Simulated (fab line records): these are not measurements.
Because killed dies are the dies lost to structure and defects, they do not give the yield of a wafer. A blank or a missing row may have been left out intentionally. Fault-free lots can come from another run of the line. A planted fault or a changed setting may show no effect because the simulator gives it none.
Which of the tools did it? + flow nand harc + 36 wafers from 12 lots sampled at 6 of the route's 1159 steps

== WHAT THE GAUGES READ, wafer by wafer ==
NHARC_A_BLC_CD_MEAS_10 targets a cd of 100 nm.
| lot  | measured     | on        | cd nm (nm)        |
|------|--------------|-----------|-------------------|
| L194 | day 17 07:23 | cd sem-02 | 100.2 100.1 100.3 |
| L195 | day 17 08:15 | cd sem-02 | 100.3 100.5 98.7  |
| L196 | day 17 17:38 | cd sem-03 | 100.8 101.4 101.4 |
| L200 | day 18 14:15 | cd sem-03 | 99.7 100.9 100.2  |
| L202 | day 19 01:40 | cd sem-01 | 100.5 100.4 100.3 |
| L207 | day 20 07:41 | cd sem-01 | 99.8 99.9 99.9    |
| L212 | day 21 19:05 | cd sem-02 | 100.0 100.7 100.9 |
| L213 | day 21 21:39 | cd sem-02 | 100.3 99.5 99.9   |
| L214 | day 22 09:01 | cd sem-03 | 99.8 100.7 100.0  |
| L216 | day 22 17:33 | cd sem-02 | 99.0 99.1 98.6    |
| L215 | day 22 18:37 | cd sem-03 | 99.6 100.9 99.7   |
| L217 | day 24 00:14 | cd sem-03 | 100.0 100.6 99.6  |

NHARC_A_BLC_OVL_MEAS_11.
| lot  | measured     | on         | overlay x nm (nm) | overlay y nm (nm) |
|------|--------------|------------|-------------------|-------------------|
| L194 | day 17 07:28 | overlay-02 | -0.7 -1.4 -1.3    | -0.8 -0.6 -0.8    |
| L195 | day 17 08:20 | overlay-01 | -1.0 -0.9 -1.4    | 0.4 1.2 0.9       |
| L196 | day 17 17:43 | overlay-02 | -0.4 0.3 0.0      | -0.6 0.0 -0.6     |
| L200 | day 18 14:20 | overlay-01 | 1.0 1.9 1.6       | -0.3 0.7 0.3      |
| L202 | day 19 01:45 | overlay-02 | -0.6 -1.2 -0.7    | 0.0 0.3 -0.1      |
| L207 | day 20 07:46 | overlay-02 | -0.4 0.0 -0.3     | 1.1 1.2 1.2       |
| L212 | day 21 19:10 | overlay-01 | -0.1 0.1 -0.4     | -0.6 -0.5 -0.3    |
| L213 | day 21 21:44 | overlay-01 | 0.7 1.0 0.9       | 0.2 0.2 0.7       |
| L214 | day 22 09:06 | overlay-02 | -0.7 -0.5 -0.7    | 0.9 1.0 1.3       |
| L216 | day 22 17:38 | overlay-02 | -0.1 0.3 0.6      | 1.0 1.2 0.8       |
| L215 | day 22 18:42 | overlay-01 | 0.0 0.0 -0.3      | 0.4 0.7 0.6       |
| L217 | day 24 00:20 | overlay-02 | -0.6 -0.9 -0.9    | -0.6 -0.9 -0.8    |

NHARC_END_SORT_01.
| lot  | measured     | on        | killed at array | killed at other | killed at periphery | killed dies | killed open | killed short |
|------|--------------|-----------|-----------------|-----------------|---------------------|-------------|-------------|--------------|
| L200 | day 20 15:22 | prober-02 | 13 29 19        | 0 1 0           | 2 4 6               | 15 34 25    | 3 3 3       | 1 6 0        |
| L202 | day 21 02:12 | prober-02 | 23 23 25        | 0 0 0           | 5 2 5               | 28 25 30    | 4 3 3       | 0 2 2        |
| L213 | day 23 15:35 | prober-02 | 35 52 38        | 1 0 1           | 4 6 3               | 40 58 42    | 1 9 0       | 2 2 3        |
| L216 | day 24 12:17 | prober-02 | 21 22 25        | 0 0 0           | 5 5 5               | 26 27 30    | 3 2 7       | 1 6 3        |

== TOOL THAT RAN EACH LOT (tool first, then ch and the chambers of the sampled wafers, then the start) ==
| lot  | NHARC_A_CONTACT_ETCH_110           | NHARC_A_BLC_CVD_24            | NHARC_A_BLC_CMP_25            |
|------|------------------------------------|-------------------------------|-------------------------------|
| L194 | rie diel-09 ch 1,2, day 17 04:29   | cvd w-01 ch 1, day 17 15:23   | cmp-03 ch 0,1, day 17 15:55   |
| L195 | rie diel-02 ch 0,1,3, day 17 05:14 | cvd w-02 ch 0,1, day 17 16:02 | cmp-02 ch 1,2, day 17 16:32   |
| L196 | rie diel-09 ch 1,2, day 17 09:13   | cvd w-01 ch 0,1, day 17 23:46 | cmp-02 ch 0,1,2, day 18 00:19 |
| L200 | rie diel-09 ch 0,2,3, day 18 10:44 | cvd w-02 ch 0,1, day 18 16:31 | cmp-03 ch 0,1, day 18 17:04   |
| L202 | rie diel-02 ch 0,2, day 18 23:08   | cvd w-02 ch 0,1, day 19 08:05 | cmp-02 ch 1,2, day 19 08:34   |
| L207 | rie diel-09 ch 0,1,3, day 20 05:06 | cvd w-01 ch 0,1, day 20 14:44 | cmp-03 ch 1,3, day 20 15:08   |
| L212 | rie diel-09 ch 1,2,3, day 21 15:20 | cvd w-01 ch 0,1, day 21 21:23 | cmp-03 ch 1,3, day 21 21:52   |
| L213 | rie diel-09 ch 0,1, day 21 18:56   | cvd w-01 ch 0,1, day 22 00:56 | cmp-03 ch 0,1,3, day 22 01:29 |
| L214 | rie diel-09 ch 0,2,3, day 22 06:19 | cvd w-02 ch 0,1, day 22 15:45 | cmp-02 ch 0,2,3, day 22 16:15 |
| L216 | rie diel-02 ch 0,1,2, day 22 11:02 | cvd w-01 ch 0,1, day 22 22:14 | cmp-02 ch 0,1,3, day 22 22:46 |
| L215 | rie diel-09 ch 0,1,3, day 22 16:06 | cvd w-02 ch 0,1, day 22 22:13 | cmp-01 ch 0,1,2, day 22 22:44 |
| L217 | rie diel-09 ch 2,3, day 23 17:31   | cvd w-01 ch 0,1, day 24 07:11 | cmp-01 ch 0,2,3, day 24 07:39 |
- NHARC_A_CONTACT_ETCH_110: etches the open film in CF4/O2, target depth 50 nm, overetch 5 nm, time 27.5 s.
- NHARC_A_BLC_CVD_24: deposits W, target thk 150 nm, time 434 s.
- NHARC_A_BLC_CMP_25: polishes, t overpolish 30 s, target thk 150 nm.

== WHAT THE TOOLS THEMSELVES READ (means of the sampled wafers that have a number; where no wafer has one, the mark that the record gives instead) ==
NHARC_A_CONTACT_ETCH_110.
| lot  | tool        | drypump motor current A (A) | oes product au (a.u.) | rf vpp V (V) | showerhead plenum p Torr (Torr) | throttle valve pct (%) |
|------|-------------|-----------------------------|-----------------------|--------------|---------------------------------|------------------------|
| L194 | rie diel-09 | 6.1                         | 1.001                 | 199.1        | 1.41                            | 13.405                 |
| L195 | rie diel-02 | 6.1                         | 0.996                 | 199.5        | 1.42                            | 13.399                 |
| L196 | rie diel-09 | 6.0                         | 1.004                 | 200.1        | 1.41                            | 13.400                 |
| L200 | rie diel-09 | 5.5                         | 0.996                 | 198.5        | 1.37                            | 13.394                 |
| L202 | rie diel-02 | 5.9                         | 0.985                 | 199.6        | 1.41                            | 13.398                 |
| L207 | rie diel-09 | 5.6                         | 1.009                 | 197.7        | 1.36                            | 13.399                 |
| L212 | rie diel-09 | 5.7                         | 0.998                 | 198.4        | 1.40                            | 13.398                 |
| L213 | rie diel-09 | 6.0                         | 1.004                 | 198.4        | 1.37                            | 13.396                 |
| L214 | rie diel-09 | 5.5                         | 1.005                 | 198.5        | 1.37                            | 13.394                 |
| L216 | rie diel-02 | 6.2                         | 0.990                 | 199.2        | 1.38                            | 13.395                 |
| L215 | rie diel-09 | 5.6                         | 1.003                 | 198.3        | 1.36                            | 13.398                 |
| L217 | rie diel-09 | 5.4                         | 1.006                 | 199.6        | 1.39                            | 13.400                 |

NHARC_A_BLC_CVD_24.
| lot  | tool     | heater power w (W) | throttle valve pct (%) |
|------|----------|--------------------|------------------------|
| L194 | cvd w-01 | 442                | 7.9                    |
| L195 | cvd w-02 | 527                | 7.6                    |
| L196 | cvd w-01 | 448                | 8.1                    |
| L200 | cvd w-02 | 502                | 7.7                    |
| L202 | cvd w-02 | 507                | 7.6                    |
| L207 | cvd w-01 | 469                | 8.3                    |
| L212 | cvd w-01 | 462                | 8.4                    |
| L213 | cvd w-01 | 444                | 8.3                    |
| L214 | cvd w-02 | 522                | 7.9                    |
| L216 | cvd w-01 | 463                | 8.3                    |
| L215 | cvd w-02 | 503                | 7.8                    |
| L217 | cvd w-01 | 467                | 8.4                    |

NHARC_A_BLC_CMP_25.
| lot  | tool   | motor current A (A) | overpolish run s (s) | slurry flow ml min | time to endpoint s (s) |
|------|--------|---------------------|----------------------|--------------------|------------------------|
| L194 | cmp-03 | 14.1                | 29.999               | 150.0              | 30.2                   |
| L195 | cmp-02 | 13.1                | 29.997               | 149.8              | 27.6                   |
| L196 | cmp-02 | 11.7                | 30.004               | 150.1              | 28.7                   |
| L200 | cmp-03 | 13.9                | 30.002               | 150.1              | 45.1                   |
| L202 | cmp-02 | 12.8                | 30.000               | 149.8              | 43.6                   |
| L207 | cmp-03 | 12.0                | 30.004               | 150.2              | 30.9                   |
| L212 | cmp-03 | 12.2                | 30.011               | 149.6              | 30.2                   |
| L213 | cmp-03 | 13.3                | 29.995               | 150.1              | 30.6                   |
| L214 | cmp-02 | 12.2                | 29.996               | 149.7              | 25.4                   |
| L216 | cmp-02 | 11.7                | 29.989               | 149.9              | 28.7                   |
| L215 | cmp-01 | 12.1                | 29.999               | 150.4              | 28.5                   |
| L217 | cmp-01 | 11.4                | 30.004               | 150.4              | 31.2                   |

== THE ANSWER, worked out from the rows above alone ==
Rule: what is usual is taken from the lots themselves. The widest of any qualifying gaps counts: lots, ordered by their means at a reading, are off when they make up no more than a third of the lots, leave a main group of 4 or more, and stand apart from it by 3 or more times the standard deviation of that group's means. The tables above print the reading to a certain number of digits; a main group whose means all agree to those digits is not used. Also off: a lot with no number at a reading for which 4 or more lots have one. The other lots that the step has rows for count as sound. The gauges are gone through in route order, then the tools' own readings, and for those a lot's mean is taken as printed above. At the first step where some lot is off, the reading lying furthest off is the one used; lots without a number count as furthest.
Off: L200, L202, at NHARC_A_BLC_CMP_25 (time to endpoint s). Main group: mean 29.2 s, sd 1.7.
A tool fits if, at that step or a process step before it, it ran every lot that is off, and no sound lot after the first of them. Not one of the candidates tried fits.

== WHAT HAD BEEN PUT IN BY THE SIMULATOR ==
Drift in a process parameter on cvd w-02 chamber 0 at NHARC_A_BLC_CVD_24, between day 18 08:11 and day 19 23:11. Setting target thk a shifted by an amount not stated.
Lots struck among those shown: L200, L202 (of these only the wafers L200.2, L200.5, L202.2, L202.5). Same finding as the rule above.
